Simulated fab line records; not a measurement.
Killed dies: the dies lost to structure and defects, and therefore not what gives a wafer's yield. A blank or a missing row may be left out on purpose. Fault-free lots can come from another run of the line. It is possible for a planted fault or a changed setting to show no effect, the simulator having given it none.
Problem report in the 8D (eight disciplines) form, filled by code | flow n5-finfet | the parts of the form that need people (team, actions taken, sign-off) are left out

## 1. WHAT WENT WRONG
At N5_FIN_SAQP_ETCH_65, oes-product-au averages 1.279 a.u. over 3 wafers from 2 lots, while fault-free wafers read 1.000 a.u., standard deviation 0.021. That is +13 standard deviations from the usual mean.
The step: etches SiO2 in CF4, target depth 4 nm, time 4.4 s.
First seen on wafer L761.6, day 2 18:44, on rie-si-01. The record has a number at this step for 27 wafers belonging to 9 lots. Rule for "out", or "out of limits": more than 4 standard deviations from the usual mean. Any other wafer with a number is counted as sound.

## 2. WHAT IT IS, AND WHAT IT ISN'T
question                    | is                     | is not
which readings at this step | oes-product-au         | drypump-motor-current-A, throttle-valve-pct
which lots                  | L761, L766             | L758, L762, L770, L774, L776, L779, L781
which wafers of those lots  | L761.6, L766.1, L766.6 | L761.2, L761.5, L766.3
read on which tools         | rie-si-01              | rie-si-02
when                        | from day 2 18:44       | up to then (5 sound wafers); but 19 sound wafers of L762, L766, L770, L774, L776, L779, L781 came after

## 3. THE SUSPECTS, EACH WITH WHAT RULES IT OUT
Counting: any tool at a process step up to the reading remains a suspect provided it ran every lot that is out. Sound lots after the first of them don't rule it out here, since some wafers of a struck lot are sound.
- rie-si-01 at N5_FIN_SAQP_ETCH_65 (etches SiO2 in CF4, target depth 4 nm, time 4.4 s): kept. Ran every lot that is out, first one L761 (day 2 18:44); last sound lot up to then L758 (day 1 23:54). On those wafers its own readings are out: oes-product-au.
After counting, what remains is rie-si-01 at N5_FIN_SAQP_ETCH_65.

## 4. THE CAUSE (what the simulator had put in)
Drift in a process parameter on rie-si-01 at N5_FIN_SAQP_ETCH_65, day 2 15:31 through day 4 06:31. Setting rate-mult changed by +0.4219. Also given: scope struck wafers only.
After counting, this tool was the only one left.

## 5. THE EFFECT CHAIN, in route order
One row per reading whose mean, taken over the struck wafers that have a number, lies over 3 standard deviations from the usual. Scope: only readings with a usual standard deviation given in the record; hours: median across lots of the time from each lot's start at the first step in this table that gives one to its start at this step; sigmas: change in usual standard deviations.
hours | step                | reading        | usual      | on struck wafers | change | sigmas
0     | N5_FIN_SAQP_ETCH_65 | oes-product-au | 1.000 a.u. | 1.279            | +0.279 | +13
Process steps it contains:
- N5_FIN_SAQP_ETCH_65: etches SiO2 in CF4, target depth 4 nm, time 4.4 s.
Later measuring or inspecting steps at which every struck wafer that the step has a row for has a number for every such reading, and none has moved that far: N5_BEOL_M4_RC_MEAS_101.

## 6. WHAT WOULD HAVE CAUGHT IT SOONER
3 hours passed between the start of the fault at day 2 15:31 and the first reading out of limits in this record, taken at day 2 18:44.
